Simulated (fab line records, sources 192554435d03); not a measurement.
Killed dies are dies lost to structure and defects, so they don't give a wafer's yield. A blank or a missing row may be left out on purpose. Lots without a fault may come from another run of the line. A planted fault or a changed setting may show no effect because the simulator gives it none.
Split-lot experiment | flow n5_finfet | 7 lots, 21 wafers read, on a route of 1938 steps

THE SPLIT
At N5_GATE_CUT_DESCUM_18 (chemistry O2, time 7 s), the setting time_s was moved away from the recipe's 7 s on 8 of the 21 wafers read, by -7.7% to +19.5%. The other wafers ran this setting at the recipe's value.

The file shows no step between the split and the reading.

THE READING
CAR-EUV_of_GATE_CUT_COAT_07.thk_nm (the simulator's own value, which no gauge read), in nm, at N5_GATE_CUT_ETCH_28 (etches underlayer in N2/H2, target depth 13 nm, time 10.4 s). The file gives no usual value for it. The 13 wafers here that ran the recipe average 14.5 nm, standard deviation 0.1 nm.

wafer  | tool, chamber at the split | time_s as run, s | against the recipe | CAR-EUV_of_GATE_CUT_COAT_07.thk_nm, nm | against lot-mates on the recipe
L075.1 | rie_diel-03, 1             | 7                | recipe             | 14.6                                   | -
L075.2 | rie_diel-03, 2,0           | 6.458            | -7.7%              | 15                                     | +0.4
L075.3 | rie_diel-03, 2,0           | 6.458            | -7.7%              | 15                                     | +0.4
L076.2 | rie_diel-04, 2             | 7                | recipe             | 14.4                                   | -
L076.3 | rie_diel-04, 0,2           | 7.755            | +10.8%             | 14.2                                   | -0.2
L076.6 | rie_diel-04, 0,2           | 7.755            | +10.8%             | 13.8                                   | -0.6
L077.1 | rie_diel-06, 0,2           | 7                | recipe             | 14.6                                   | -
L077.5 | rie_diel-06, 0,2           | 7                | recipe             | 14.6                                   | -
L077.6 | rie_diel-06, 3             | 7.758            | +10.8%             | 14.2                                   | -0.4
L080.1 | rie_diel-06, 2,3,0         | 7                | recipe             | 14.4                                   | -
L080.3 | rie_diel-06, 2,3,0         | 7                | recipe             | 14.6                                   | -
L080.6 | rie_diel-06, 2,3,0         | 7                | recipe             | 14.6                                   | -
L081.4 | rie_diel-03, 1,0           | 7                | recipe             | 14.4                                   | -
L081.5 | rie_diel-03, 1,0           | 7                | recipe             | 14.4                                   | -
L081.6 | rie_diel-03, 3             | 7                | recipe             | 14.6                                   | -
L084.1 | rie_diel-04, 3,1           | 7                | recipe             | 14.4                                   | -
L084.5 | rie_diel-04, 3,1           | 7                | recipe             | 14.4                                   | -
L084.6 | rie_diel-04, 0             | 8.364            | +19.5%             | 14                                     | -0.4
L092.2 | rie_diel-06, 3,1           | 8.031            | +14.7%             | 14.2                                   | -0.4
L092.3 | rie_diel-06, 2             | 7                | recipe             | 14.6                                   | -
L092.4 | rie_diel-06, 3,1           | 8.031            | +14.7%             | 14                                     | -0.6
Where a row lists several chambers, the file gives one row for several wafers and doesn't say which wafer went through which chamber.

THE FIT
A straight line over all 21 wafers: CAR-EUV_of_GATE_CUT_COAT_07.thk_nm changes by -0.0358 nm for each +1% of time_s; r = -0.88; the points scatter about the line by 0.14 nm.
The same after taking each lot's own level away (the mean of its wafers on the recipe; 21 wafers): -0.0335 nm for each +1%; r = -0.91; scatter 0.12 nm.
On that fit, the largest move of time_s shifts the reading by 0.65 nm.
The lots' own levels span 14.40 to 14.60 nm, that is 2.0 times the standard deviation above.
So the lot-to-lot level changes the slope little: the two slopes agree.
Check: with one of the wafers moved furthest among these (+19.5%) left out of the fit, the line predicts -0.731 nm for it against its lot-mates. It came out at -0.4 nm against them.

OTHER SPLITS ON THESE WAFERS
These wafers also went through other splits before the reading. Each is held against what the fit with the lots' levels taken away leaves over:
other split on the same wafers | wafers away from the commonest value | r with CAR-EUV_of_GATE_CUT_COAT_07.thk_nm (lot level and that fit taken away)
N5_GATE_CUT_HM_DEP_46 time_s   | 8                                    | +0.22
N5_GATE_CUT_COAT_27 spin_rpm   | 4                                    | +0.36

THE WHOLE CHAIN: every reading that the file lists as answering this split, in the file's order
step                  | what it does                                                | reading                                                                             | change (the file's fit)                | r (the file's)
N5_GATE_CUT_DESCUM_18 | chemistry O2, time 7 s                                      | CAR-EUV_of_GATE_CUT_COAT_07.thk_nm (the simulator's own value, which no gauge read) | -0.0356 nm for each +1% of the setting | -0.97
N5_GATE_CUT_ETCH_28   | etches underlayer in N2/H2, target depth 13 nm, time 10.4 s | CAR-EUV_of_GATE_CUT_COAT_07.thk_nm (the simulator's own value, which no gauge read) | -0.0302 nm for each +1% of the setting | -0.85

THE FILE'S OWN FIT
CAR-EUV_of_GATE_CUT_COAT_07.thk_nm changes by -0.0302 nm for each +1% of time_s, r = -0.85.
